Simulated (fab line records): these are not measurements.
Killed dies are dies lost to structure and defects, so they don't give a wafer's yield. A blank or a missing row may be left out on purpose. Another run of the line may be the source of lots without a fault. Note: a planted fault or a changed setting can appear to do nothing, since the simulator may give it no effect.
Which of the tools did it? | flow n5-finfet | Sampling: 10 lots, 27 wafers, 6 of 1938 route steps

== WHAT EACH GAUGE READ, for each wafer ==
N5_ZERO_LAYER_CD_MEAS_11 targets a cd of 2000 nm.
lot  | measured    | on        | cd-nm (nm)
L435 | day 1 12:40 | cd-sem-01 | 1996.1 1997.3 2000.9
L439 | day 2 12:41 | cd-sem-03 | 2003.1 2002.0 1998.5
L441 | day 3 00:46 | cd-sem-03 | 1996.4 1999.7 2002.6
L442 | day 3 06:46 | cd-sem-01 | 2004.3 2000.0 2001.1
L443 | day 3 12:38 | cd-sem-02 | 1998.9 1997.2 1999.3
L445 | day 4 00:38 | cd-sem-02 | 1997.4 1999.0 1996.7
L452 | day 5 18:38 | cd-sem-03 | 2001.9 1995.5
L453 | day 6 00:46 | cd-sem-03 | 2002.8 2002.2
L455 | day 6 12:52 | cd-sem-01 | 2004.1 2002.3
L457 | day 7 00:46 | cd-sem-02 | 1999.3 1995.8 1999.9

N5_WELL_APT_CD_MEAS_08 targets a cd of 200 nm.
lot  | measured    | on        | cd-nm (nm)
L435 | day 1 13:53 | cd-sem-03 | 202.3 198.1 201.0
L439 | day 2 13:36 | cd-sem-03 | 201.9 202.6 202.1
L441 | day 3 01:41 | cd-sem-01 | 201.1 197.3 199.9
L442 | day 3 07:49 | cd-sem-03 | 199.9 200.4 202.8
L443 | day 3 13:59 | cd-sem-02 | 199.2 196.8 199.2
L445 | day 4 01:52 | cd-sem-01 | 202.9 199.9 201.0
L452 | day 5 19:34 | cd-sem-03 | 173.3 172.7
L453 | day 6 01:41 | cd-sem-02 | 175.4 175.8
L455 | day 6 13:54 | cd-sem-03 | 176.3 174.0
L457 | day 7 01:49 | cd-sem-03 | 199.9 198.4 199.9

N5_PMOS_HMC_CHANNEL_EPI_INSPECT_11: inspects for defects (macro).
lot  | measured    | on                | raw-defect-count
L435 | day 1 17:19 | defect-inspect-02 | 5 3 0
L439 | day 2 17:55 | defect-inspect-01 | 3 5 0
L441 | day 3 05:02 | defect-inspect-01 | 1 1 2
L442 | day 3 11:47 | defect-inspect-02 | 3 3 2
L443 | day 3 17:38 | defect-inspect-01 | 3 2 0
L445 | day 4 05:33 | defect-inspect-01 | 2 0 1
L452 | day 5 23:23 | defect-inspect-02 | 2 1
L453 | day 6 05:34 | defect-inspect-01 | 1 2
L455 | day 6 17:15 | defect-inspect-01 | 0 2
L457 | day 7 08:37 | defect-inspect-01 | 0 2 1

N5_BEOL_M4_RC_MEAS_101.
lot  | measured     | on        | DIBL_N (mV/V)  | DIBL_P (mV/V)  | IOFF_N (nA/um)    | IOFF_P (nA/um)    | ION_N (uA/um) | ION_P (uA/um) | SS_N (mV/dec)  | SS_P (mV/dec)  | VT_N (mV)   | VT_P (mV)
L435 | day 9 17:53  | prober-01 | 36.5 32.5 35.6 | 36.8 32.0 36.5 | 0.156 0.103 0.150 | 0.193 0.136 0.190 | 678 649 675   | 461 447 466   | 72.2 70.9 71.2 | 73.0 71.8 74.1 | 253 258 250 | -252 -258 -254
L439 | day 11 04:16 | prober-02 | 36.4 37.6 34.9 | 35.5 37.3 33.0 | 0.157 0.187 0.123 | 0.188 0.220 0.159 | 673 688 658   | 457 463 450   | 71.0 71.5 70.8 | 72.8 73.7 73.2 | 251 246 256 | -249 -249 -253
L441 | day 11 20:26 | prober-02 | 34.8 35.6 34.6 | 34.4 35.2 33.4 | 0.118 0.126 0.110 | 0.165 0.167 0.152 | 659 649 638   | 450 448 445   | 70.4 71.1 70.9 | 72.9 72.2 72.4 | 254 254 257 | -255 -256 -259
L442 | day 12 05:59 | prober-02 | 34.0 32.6 36.1 | 35.8 33.2 38.3 | 0.141 0.123 0.184 | 0.208 0.172 0.250 | 676 667 680   | 468 458 468   | 70.9 70.8 71.3 | 72.7 71.9 73.2 | 250 251 247 | -249 -251 -243
L443 | day 12 09:15 | prober-01 | 36.8 36.0 36.3 | 35.8 34.6 36.0 | 0.160 0.148 0.154 | 0.220 0.216 0.232 | 670 672 666   | 466 463 463   | 71.6 71.1 71.7 | 73.3 73.3 73.3 | 251 250 250 | -246 -245 -246
L445 | day 12 12:49 | prober-02 | 33.9 35.7 36.5 | 32.9 34.6 34.1 | 0.124 0.149 0.156 | 0.169 0.199 0.182 | 660 673 665   | 451 465 450   | 71.0 70.5 70.8 | 72.6 72.7 72.6 | 254 252 251 | -252 -251 -254
L452 | day 14 15:55 | prober-01 | 38.3 34.6      | 35.3 32.8      | 0.174 0.125       | 0.187 0.152       | 662 664       | 449 457       | 72.7 70.5      | 73.4 71.7      | 247 250     | -253 -254
L453 | day 14 15:12 | prober-02 | 36.4 35.6      | 34.8 34.5      | 0.156 0.137       | 0.168 0.160       | 648 665       | 436 450       | 72.4 71.5      | 73.4 73.4      | 254 251     | -253 -254
L455 | day 15 02:43 | prober-01 | 33.6 33.7      | 33.6 32.3      | 0.139 0.123       | 0.173 0.147       | 664 652       | 454 452       | 70.7 70.9      | 72.6 71.9      | 250 254     | -253 -257
L457 | day 15 11:44 | prober-02 | 37.6 36.5 36.8 | 35.2 35.3 36.0 | 0.177 0.159 0.167 | 0.217 0.212 0.225 | 680 669 679   | 463 461 464   | 71.3 70.4 71.2 | 73.9 72.7 73.7 | 248 250 250 | -248 -250 -252

== TOOL THAT RAN EACH LOT (tool first, then ch and the chambers of the sampled wafers, then the start) ==
lot  | N5_WELL_APT_EXPOSE_05            | N5_PMOS_HMC_CHANNEL_EPI_DESCUM_14
L435 | krf-scanner-01 ch 0, day 1 13:42 | rie-diel-06 ch 0,1,3, day 1 17:21
L439 | krf-scanner-02 ch 0, day 2 13:26 | rie-diel-06 ch 1,2, day 2 18:01
L441 | krf-scanner-01 ch 0, day 3 01:31 | rie-diel-05 ch 0,3, day 3 05:04
L442 | krf-scanner-02 ch 0, day 3 07:38 | rie-diel-05 ch 0,1,2, day 3 12:17
L443 | krf-scanner-01 ch 0, day 3 13:49 | rie-diel-06 ch 1,3, day 3 17:41
L445 | krf-scanner-02 ch 0, day 4 01:41 | rie-diel-05 ch 2,3, day 4 05:35
L452 | krf-scanner-02 ch 0, day 5 19:23 | rie-diel-06 ch 1,3, day 5 23:25
L453 | krf-scanner-02 ch 0, day 6 01:31 | rie-diel-05 ch 0,1, day 6 05:36
L455 | krf-scanner-02 ch 0, day 6 13:44 | rie-diel-06 ch 1,2, day 6 17:17
L457 | krf-scanner-01 ch 0, day 7 01:39 | rie-diel-02 ch 2,3, day 7 08:39
- N5_WELL_APT_EXPOSE_05: exposes mask NWELL, defocus 0 nm, target cd 200 nm.
- N5_PMOS_HMC_CHANNEL_EPI_DESCUM_14: chemistry O2, time 7.9 s.

== WHAT THE TOOLS THEMSELVES READ (means of the sampled wafers that have a number; where no wafer has one, the mark that the record gives instead) ==
N5_WELL_APT_EXPOSE_05.
lot  | tool           | reticle-temp-C (C)
L435 | krf-scanner-01 | 23.04
L439 | krf-scanner-02 | 22.89
L441 | krf-scanner-01 | 23.08
L442 | krf-scanner-02 | 23.15
L443 | krf-scanner-01 | 23.09
L445 | krf-scanner-02 | 22.99
L452 | krf-scanner-02 | 22.95
L453 | krf-scanner-02 | 23.08
L455 | krf-scanner-02 | 23.15
L457 | krf-scanner-01 | 22.86

N5_PMOS_HMC_CHANNEL_EPI_DESCUM_14.
lot  | tool        | drypump-motor-current-A (A) | oes-product-au (a.u.) | rf-vpp-V (V) | showerhead-plenum-p-Torr (Torr) | throttle-valve-pct (%)
L435 | rie-diel-06 | 5.9                         | 0.78                  | 241.8        | 2.01                            | 20.62
L439 | rie-diel-06 | 6.4                         | 0.76                  | 244.0        | 2.12                            | 20.77
L441 | rie-diel-05 | 5.6                         | 0.73                  | 242.9        | 2.07                            | 20.44
L442 | rie-diel-05 | 5.8                         | 0.74                  | 243.5        | 2.14                            | 20.58
L443 | rie-diel-06 | 6.2                         | 0.75                  | 243.2        | 2.03                            | 20.61
L445 | rie-diel-05 | 5.4                         | 0.76                  | 243.7        | 2.13                            | 20.38
L452 | rie-diel-06 | 6.2                         | 0.75                  | 242.5        | 2.04                            | 20.67
L453 | rie-diel-05 | 5.7                         | 0.70                  | 243.3        | 2.10                            | 20.54
L455 | rie-diel-06 | 6.3                         | 0.88                  | 244.2        | 2.12                            | 20.65
L457 | rie-diel-02 | 5.3                         | 0.85                  | 242.5        | 2.06                            | 20.50

== THE ANSWER, worked out from the rows above alone ==
Rule: the usual values come from the lots themselves. Put in order of their means at a reading, lots are off if they are a third of the lots or fewer, leave a main group of 4 or more, and stand apart from it by a gap of 3 or more times the standard deviation of the main group's means; of several such gaps the widest counts. Not used: any main group whose means are identical at the precision the tables above print for the reading. A lot without any number at a reading at which 4 lots or more have one is off too. The other lots that the step has rows for count as sound. Order of review: gauges by route order, followed by the tools' own readings, for which a lot's mean as printed above is used. The first step at which some lot is off is used, and at that step the reading that is off furthest; a lot without a number counts as furthest.
Off, at N5_WELL_APT_CD_MEAS_08 on cd-nm: L452, L453, L455. The main group: mean 200.3 nm, standard deviation 1.2.
If a tool, at a process step before that reading, ran all the lots that are off and no sound lot after the first of them, it fits. Those tools and the gauges at N5_WELL_APT_CD_MEAS_08 are tried in the same way. One candidate fits, namely krf-scanner-02 at N5_WELL_APT_EXPOSE_05. A fault onset in the window from L445 (day 4 01:41, its last sound lot) to L452 (day 5 19:23, its first lot off) fits.

== WHAT HAD BEEN PUT IN BY THE SIMULATOR ==
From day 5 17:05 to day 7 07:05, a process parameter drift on krf-scanner-02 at N5_WELL_APT_EXPOSE_05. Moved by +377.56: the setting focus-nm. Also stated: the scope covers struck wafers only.
Lots struck among those shown: L452, L453, L455. The same result came from the rule above.
